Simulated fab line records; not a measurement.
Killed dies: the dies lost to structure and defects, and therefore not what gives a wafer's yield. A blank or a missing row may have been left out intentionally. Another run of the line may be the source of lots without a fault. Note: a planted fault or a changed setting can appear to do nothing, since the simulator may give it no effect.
fab line records + flow nandHarc
[record]
- lots = 15
- wafers = 45
- lastDay = 34
route steps=1302 shown A_M0@1157 A_M1@1178
lots untouched by any fault: they come from a run of this same line in which no faults occurred
startH: hours from the record's first day to the start of the lot's first wafer shown + waitH: hours from the lot's prior step to this one + " as in the row above + L1.1+2: a row that stands for several wafers + - no value, or no start given + * or withheld: withheld + < > ~ a bound
route shown NAME@n: a module of which the file shows steps, and the number in the route of the first + usual: mean/standard deviation of fault-free wafers + same: alike in all rows + chamber/n: place in a boat + sites: readings site by site + _std_site: the standard deviation of these + _edge_site: outer sites' mean less inner sites' + radiusMm: how far each site lies from the wafer's centre + mask NAME#n: copy n + behind: the most recent tool/chamber to have shaped the wafer + hold: why the lot went on hold/how many hours it stayed there/how the hold came to an end + device: whichever transistor did not switch (one of n, p or np) + end of line: the tests these same wafers got at the end of their route + for a step that has no rows: nothing shown but its recipe + killed: dies lost to structure and defects at the first sort, not the wafer's yield + map: a wafer's dies, marking killed ones x, the rest . and places with no die _
set.NAME: the setting that was run; set.NAME@STEP: the one run at that earlier step + model.NAME: the simulator's own value behind a step, which no gauge read
the route's steps for a sample of lots (tables are steps, rows are wafers)
services: a tool's chamber out of use, with start hour (startH, from the record's first day; less than 0 if before it), hours out, and reason
[[steps]]
[step NHARC_A_M0_PRE_CLEAN_29]
[recipe]
- timeS = 30
- tempC = 280
- gas = H2/He
[usual]
- heaterPowerW = 396/25
| lot.wafer | tool          | chamber | startH | waitH | heaterPowerW |
|-----------|---------------|---------|--------|-------|--------------|
| L295.4    | pvdSputter-01 | -       | -      | -     | 390          |
| L295.6    | "             | -       | "      | "     | 397          |
| L295.5    | "             | -       | "      | "     | 415          |
| L298.1    | pvdSputter-02 | -       | -      | -     | 374          |
| L298.3    | "             | -       | "      | "     | 401          |
| L298.2    | "             | -       | "      | "     | 439          |
| L300.1    | pvdSputter-03 | -       | -      | -     | 357          |
| L300.4    | "             | -       | "      | "     | 406          |
| L300.2    | "             | -       | "      | "     | 376          |
| L299.1    | pvdSputter-01 | -       | -      | -     | 422          |
| L299.4    | "             | -       | "      | "     | 375          |
| L299.3    | "             | -       | "      | "     | 404          |
| L301.3    | pvdSputter-01 | -       | -      | -     | 401          |
| L301.1    | "             | -       | "      | "     | 382          |
| L301.5    | "             | -       | "      | "     | 407          |
| L302.3    | pvdSputter-03 | -       | -      | -     | 421          |
| L302.4    | "             | -       | "      | "     | 380          |
| L302.1    | "             | -       | "      | "     | 391          |
| L303.1    | pvdSputter-02 | -       | -      | -     | 363          |
| L303.3    | "             | -       | "      | "     | 384          |
| L303.6    | "             | -       | "      | "     | 382          |
| L304.1    | pvdSputter-02 | -       | -      | -     | 443          |
| L304.4    | "             | -       | "      | "     | 392          |
| L304.6    | "             | -       | "      | "     | 445          |
| L306.2    | pvdSputter-03 | -       | -      | -     | 382          |
| L306.1    | "             | -       | "      | "     | 390          |
| L306.3    | "             | -       | "      | "     | 358          |
| L307.4    | pvdSputter-01 | -       | -      | -     | 410          |
| L307.3    | "             | -       | "      | "     | 374          |
| L307.6    | "             | -       | "      | "     | 405          |
| L308.2    | pvdSputter-01 | -       | -      | -     | 387          |
| L308.6    | "             | -       | "      | "     | 378          |
| L308.5    | "             | -       | "      | "     | 420          |
| L310.2    | pvdSputter-02 | -       | -      | -     | 463          |
| L310.4    | "             | -       | "      | "     | 394          |
| L310.5    | "             | -       | "      | "     | 358          |
| L312.3    | pvdSputter-02 | -       | -      | -     | 401          |
| L312.4    | "             | -       | "      | "     | 458          |
| L312.6    | "             | -       | "      | "     | 454          |
| L316.4    | pvdSputter-03 | -       | -      | -     | 404          |
| L316.2    | "             | -       | "      | "     | 377          |
| L316.6    | "             | -       | "      | "     | 373          |
| L318.2    | pvdSputter-01 | -       | -      | -     | 401          |
| L318.4    | "             | -       | "      | "     | 380          |
| L318.6    | "             | -       | "      | "     | 402          |
[step NHARC_A_M0_INSPECT_27]
[usual]
- rawDefectCount = 545/150
| lot.wafer | tool             | chamber | startH | waitH | rawDefectCount |
|-----------|------------------|---------|--------|-------|----------------|
| L295.4    | defectInspect-01 | -       | 526.96 | 0.0   | 674            |
| L295.5    | "                | -       | "      | "     | 910            |
| L295.6    | "                | -       | "      | "     | 498            |
| L298.1    | defectInspect-01 | -       | 560.84 | 0.0   | 464            |
| L298.2    | "                | -       | "      | "     | 358            |
| L298.3    | "                | -       | "      | "     | 483            |
| L300.1    | defectInspect-02 | -       | 562.52 | 0.0   | 399            |
| L300.2    | "                | -       | "      | "     | 369            |
| L300.4    | "                | -       | "      | "     | 387            |
| L299.1    | defectInspect-01 | -       | 565.61 | 0.0   | 450            |
| L299.3    | "                | -       | "      | "     | 551            |
| L299.4    | "                | -       | "      | "     | 496            |
| L301.1    | defectInspect-01 | -       | 567.09 | 0.0   | 861            |
| L301.3    | "                | -       | "      | "     | 821            |
| L301.5    | "                | -       | "      | "     | 1140           |
| L302.1    | defectInspect-01 | -       | 591.20 | 0.0   | 644            |
| L302.3    | "                | -       | "      | "     | 419            |
| L302.4    | "                | -       | "      | "     | 869            |
| L303.1    | defectInspect-02 | -       | 592.63 | 0.0   | 593            |
| L303.3    | "                | -       | "      | "     | 548            |
| L303.6    | "                | -       | "      | "     | 669            |
| L304.1    | defectInspect-01 | -       | 608.51 | 0.0   | 544            |
| L304.4    | "                | -       | "      | "     | 455            |
| L304.6    | "                | -       | "      | "     | 417            |
| L306.1    | defectInspect-01 | -       | 628.32 | 0.0   | 442            |
| L306.2    | "                | -       | "      | "     | 519            |
| L306.3    | "                | -       | "      | "     | 491            |
| L307.3    | defectInspect-01 | -       | 648.34 | 0.0   | 560            |
| L307.4    | "                | -       | "      | "     | 482            |
| L307.6    | "                | -       | "      | "     | 453            |
| L308.2    | defectInspect-01 | -       | 654.46 | 0.0   | 552            |
| L308.5    | "                | -       | "      | "     | 816            |
| L308.6    | "                | -       | "      | "     | 429            |
| L310.2    | defectInspect-01 | -       | 664.24 | 0.0   | 432            |
| L310.4    | "                | -       | "      | "     | 649            |
| L310.5    | "                | -       | "      | "     | 468            |
| L312.3    | defectInspect-01 | -       | 703.76 | 0.0   | 652            |
| L312.4    | "                | -       | "      | "     | 636            |
| L312.6    | "                | -       | "      | "     | 695            |
| L316.2    | defectInspect-01 | -       | 739.50 | 0.0   | 423            |
| L316.4    | "                | -       | "      | "     | 573            |
| L316.6    | "                | -       | "      | "     | 420            |
| L318.2    | defectInspect-01 | -       | 754.01 | 0.0   | 328            |
| L318.4    | "                | -       | "      | "     | 405            |
| L318.6    | "                | -       | "      | "     | 404            |
[step NHARC_A_M1_DEVELOP_08]
[recipe]
- developTimeS = 35
- devTempC = 23
[usual]
- chillPlateTempC = 23.00/0.1
- developTimeS = 35/0
- resistLineTempC = 22.99/0.1
| lot.wafer | tool          | chamber | startH | waitH | chillPlateTempC | developTimeS | resistLineTempC |
|-----------|---------------|---------|--------|-------|-----------------|--------------|-----------------|
| L295.4    | lithoTrack-01 | 0       | 528    | -     | 22.94           | 35           | 23.09           |
| L295.5    | "             | 0       | "      | "     | 23.04           | 35           | 22.83           |
| L295.6    | "             | 0       | "      | "     | 23.03           | 35           | 22.83           |
| L298.1    | lithoTrack-01 | 0       | 562    | -     | 22.95           | 35           | 23.03           |
| L298.2    | "             | 0       | "      | "     | 22.97           | 35           | 23.01           |
| L298.3    | "             | 0       | "      | "     | 22.97           | 35           | 22.89           |
| L300.1    | lithoTrack-01 | 0       | 563    | -     | 22.94           | 35           | 22.89           |
| L300.2    | "             | 0       | "      | "     | 22.88           | 35           | 23.04           |
| L300.4    | "             | 0       | "      | "     | 23.07           | 35           | 23.13           |
| L299.1    | lithoTrack-06 | 0       | 566    | -     | 22.96           | 35           | 23.10           |
| L299.3    | "             | 0       | "      | "     | 23.16           | 35           | 23.14           |
| L299.4    | "             | 0       | "      | "     | 23.03           | 35           | 23.11           |
| L301.1    | lithoTrack-06 | 0       | 568    | -     | 22.99           | 35           | 22.90           |
| L301.3    | "             | 0       | "      | "     | 22.97           | 35           | 23.18           |
| L301.5    | "             | 0       | "      | "     | 23.06           | 35           | 23.14           |
| L302.1    | lithoTrack-04 | 0       | 592    | -     | 22.98           | 35           | 23.09           |
| L302.3    | "             | 0       | "      | "     | 22.94           | 35           | 22.92           |
| L302.4    | "             | 0       | "      | "     | 22.95           | 35           | 22.88           |
| L303.1    | lithoTrack-01 | 0       | 593    | -     | 22.99           | 35           | 22.90           |
| L303.3    | "             | 0       | "      | "     | 23.20           | 35           | 22.88           |
| L303.6    | "             | 0       | "      | "     | 23.07           | 35           | 22.89           |
| L304.1    | lithoTrack-06 | 0       | 609    | -     | 22.99           | 35           | 22.88           |
| L304.4    | "             | 0       | "      | "     | 22.92           | 35           | 22.84           |
| L304.6    | "             | 0       | "      | "     | 22.82           | 35           | 22.87           |
| L306.1    | lithoTrack-04 | 0       | 629    | -     | 22.83           | 35           | 22.91           |
| L306.2    | "             | 0       | "      | "     | 23.11           | 35           | 23.11           |
| L306.3    | "             | 0       | "      | "     | 22.97           | 35           | 23.10           |
| L307.3    | lithoTrack-06 | -       | 649    | -     | -               | -            | -               |
| L307.4    | "             | -       | "      | "     | -               | -            | -               |
| L307.6    | "             | -       | "      | "     | -               | -            | -               |
| L308.2    | lithoTrack-06 | -       | 655    | -     | -               | -            | -               |
| L308.5    | "             | -       | "      | "     | -               | -            | -               |
| L308.6    | "             | -       | "      | "     | -               | -            | -               |
| L310.2    | lithoTrack-06 | -       | 665    | -     | -               | -            | -               |
| L310.4    | "             | -       | "      | "     | -               | -            | -               |
| L310.5    | "             | -       | "      | "     | -               | -            | -               |
| L312.3    | lithoTrack-01 | 0       | 705    | -     | 22.77           | 35           | 23.09           |
| L312.4    | "             | 0       | "      | "     | 22.86           | 35           | 23.13           |
| L312.6    | "             | 0       | "      | "     | 22.99           | 35           | 22.90           |
| L316.2    | lithoTrack-06 | 0       | 741    | -     | 23.09           | 35           | 22.98           |
| L316.4    | "             | 0       | "      | "     | 23.05           | 35           | 23.00           |
| L316.6    | "             | 0       | "      | "     | 23.17           | 35           | 23.03           |
| L318.2    | lithoTrack-06 | 0       | 755    | -     | 22.93           | 35           | 23.16           |
| L318.4    | "             | 0       | "      | "     | 23.04           | 35           | 23.07           |
| L318.6    | "             | 0       | "      | "     | 22.97           | 35           | 22.94           |
[step NHARC_A_M1_CD_MEAS_16]
[usual]
- cdNm = 119.6/0.63
| lot.wafer | tool     | chamber | startH | waitH | cdNm  |
|-----------|----------|---------|--------|-------|-------|
| L295.4    | cdSem-02 | -       | 528.85 | -     | 119.8 |
| L295.5    | "        | -       | "      | "     | 119.7 |
| L295.6    | "        | -       | "      | "     | 120.7 |
| L298.1    | cdSem-02 | -       | 562.81 | -     | 119.5 |
| L298.2    | "        | -       | "      | "     | 120.1 |
| L298.3    | "        | -       | "      | "     | 119.2 |
| L300.1    | cdSem-01 | -       | 564.52 | -     | 119.8 |
| L300.2    | "        | -       | "      | "     | 120.1 |
| L300.4    | "        | -       | "      | "     | 120.1 |
| L299.1    | cdSem-01 | -       | 567.52 | -     | 119.2 |
| L299.3    | "        | -       | "      | "     | 119.2 |
| L299.4    | "        | -       | "      | "     | 119.5 |
| L301.1    | cdSem-02 | -       | 568.97 | -     | 119.6 |
| L301.3    | "        | -       | "      | "     | 119.6 |
| L301.5    | "        | -       | "      | "     | 119.3 |
| L302.1    | cdSem-02 | -       | 593.13 | -     | 120.2 |
| L302.3    | "        | -       | "      | "     | 120.4 |
| L302.4    | "        | -       | "      | "     | 119.1 |
| L303.1    | cdSem-02 | -       | 594.54 | -     | 118.8 |
| L303.3    | "        | -       | "      | "     | 118.1 |
| L303.6    | "        | -       | "      | "     | 119.7 |
| L304.1    | cdSem-03 | -       | 610.40 | -     | 118.7 |
| L304.4    | "        | -       | "      | "     | 119.3 |
| L304.6    | "        | -       | "      | "     | 119.3 |
| L306.1    | cdSem-01 | -       | 630.13 | -     | 118.8 |
| L306.2    | "        | -       | "      | "     | 119.7 |
| L306.3    | "        | -       | "      | "     | 118.3 |
| L307.3    | cdSem-02 | -       | 650.22 | -     | -     |
| L307.4    | "        | -       | "      | "     | -     |
| L307.6    | "        | -       | "      | "     | -     |
| L308.2    | cdSem-03 | -       | 656.41 | -     | -     |
| L308.5    | "        | -       | "      | "     | -     |
| L308.6    | "        | -       | "      | "     | -     |
| L310.2    | cdSem-02 | -       | 666.12 | -     | -     |
| L310.4    | "        | -       | "      | "     | -     |
| L310.5    | "        | -       | "      | "     | -     |
| L312.3    | cdSem-03 | -       | 705.64 | -     | 118.5 |
| L312.4    | "        | -       | "      | "     | 120.0 |
| L312.6    | "        | -       | "      | "     | 119.3 |
| L316.2    | cdSem-02 | -       | 741.83 | -     | 119.1 |
| L316.4    | "        | -       | "      | "     | 119.2 |
| L316.6    | "        | -       | "      | "     | 119.7 |
| L318.2    | cdSem-02 | -       | 755.88 | -     | 119.8 |
| L318.4    | "        | -       | "      | "     | 118.8 |
| L318.6    | "        | -       | "      | "     | 119.6 |
[[services]]
| tool          | chamber | startH | hours | kind   |
|---------------|---------|--------|-------|--------|
| lithoTrack-01 | -       | 505.00 | 7.0   | pm     |
| pvdSputter-03 | -       | 528.42 | 14.0  | repair |
| lithoTrack-06 | -       | 529.00 | 7.0   | pm     |
| pvdSputter-01 | -       | 532.59 | 4.6   | repair |
| pvdSputter-03 | -       | 542.46 | 10.0  | pm     |
| lithoTrack-04 | -       | 553.00 | 7.0   | pm     |
| pvdSputter-01 | -       | 582.00 | 10.0  | pm     |
| pvdSputter-02 | -       | 622.18 | 5.3   | repair |
| pvdSputter-02 | -       | 638.96 | 10.0  | pm     |
| lithoTrack-01 | -       | 680.00 | 7.0   | pm     |
| lithoTrack-06 | -       | 704.00 | 7.0   | pm     |
| pvdSputter-02 | -       | 716.03 | 7.7   | repair |
| pvdSputter-03 | -       | 720.46 | 10.0  | pm     |
| lithoTrack-04 | -       | 728.00 | 7.0   | pm     |
| pvdSputter-02 | -       | 728.91 | 9.7   | repair |
| pvdSputter-02 | -       | 745.78 | 5.2   | repair |
[[key]]
[firstSign]
- step = NHARC_A_M1_DEVELOP_08
- reading = toolRecord
- direction = missing
effect none on later readings
metAt NHARC_A_M1_DEVELOP_08
struckLots L307,L308,L310
laterRowsLeftOut L307.3,L307.4,L307.6,L308.2,L308.5,L308.6,L310.2,L310.4,L310.5
sortLeftOut L307.3,L307.4,L307.6,L308.2,L308.5,L308.6,L310.2,L310.4,L310.5
notActingAt NHARC_A_M0_PRE_CLEAN_29,NHARC_A_M0_INSPECT_27,NHARC_A_M1_CD_MEAS_16
onsetBetween 609 649
[fault]
- kind = skippedStepWhole
- tool = lithoTrack-06
- chamber = -
- onsetH = 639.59
- steps = NHARC_A_M1_DEVELOP_08
- scope = struckLotsOnly
// sortLeftOut: the simulated sort isn't trusted on such a fault, so these wafers' sort isn't shown, and their yield isn't known
// laterRowsLeftOut: the simulator's readings of these wafers behind a module that went badly wrong aren't trusted and aren't shown, but for the sort
